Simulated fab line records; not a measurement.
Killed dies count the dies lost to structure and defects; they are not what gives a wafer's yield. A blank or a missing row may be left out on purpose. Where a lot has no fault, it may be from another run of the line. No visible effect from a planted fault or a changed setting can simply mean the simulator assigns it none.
Matching of chambers + flow n5_finfet + rie_si-02 running N5_BEOL_M0_SAQP_MANDREL2_REMOVE_110: 4 sister chambers
The step chemistry HBr/Cl2/O2, target a-Si, stops on SiCN, bt time 10 s. 4 wafers are shown with their chamber, then 10 later ones without.

## WAFERS WITH THEIR CHAMBER
| wafer  | chamber | drypump_motor_current_A (A) |
|--------|---------|-----------------------------|
| L082.4 | 1       | 5.3                         |
| L085.4 | 2       | 5.8                         |
| L092.1 | 3       | 5.5                         |
| L092.2 | 0       | 6.3                         |

## WAFERS WHOSE CHAMBER IS MISSING
| wafer  | drypump_motor_current_A (A) |
|--------|-----------------------------|
| L092.6 | 5.5                         |
| L093.1 | 6.4                         |
| L093.3 | 5.8                         |
| L093.6 | 5.3                         |
| L094.1 | 5.5                         |
| L094.3 | 6.4                         |
| L094.4 | 5.3                         |
| L097.2 | 5.5                         |
| L097.5 | 5.8                         |
| L097.6 | 5.3                         |

## THE CHAMBER EACH PASSED THROUGH
| wafer  | from the rows above | in truth |
|--------|---------------------|----------|
| L092.6 | 3                   | 3        |
| L093.1 | 0                   | 0        |
| L093.3 | 2                   | 2        |
| L093.6 | 1                   | 1        |
| L094.1 | 3                   | 3        |
| L094.3 | 0                   | 0        |
| L094.4 | 1                   | 1        |
| L097.2 | 3                   | 3        |
| L097.5 | 2                   | 2        |
| L097.6 | 1                   | 1        |
Correct placement for 10 of the 10. Not placeable from these rows: 0. Wrongly placed: 0.
How it was worked out, from the rows above alone: a wafer's distance from a chamber is the root of the sum, over the readings, of the square of ((its reading less the chamber's mean) divided by the reading's scatter). The wafer belongs to the nearest chamber; if the next one is less than 2 further off, it can't be placed. A chamber's mean is the mean of its shown wafers. The scatter: with one shown wafer a chamber, the root of the mean of the squares of how far each hidden wafer lies from its nearest shown one.
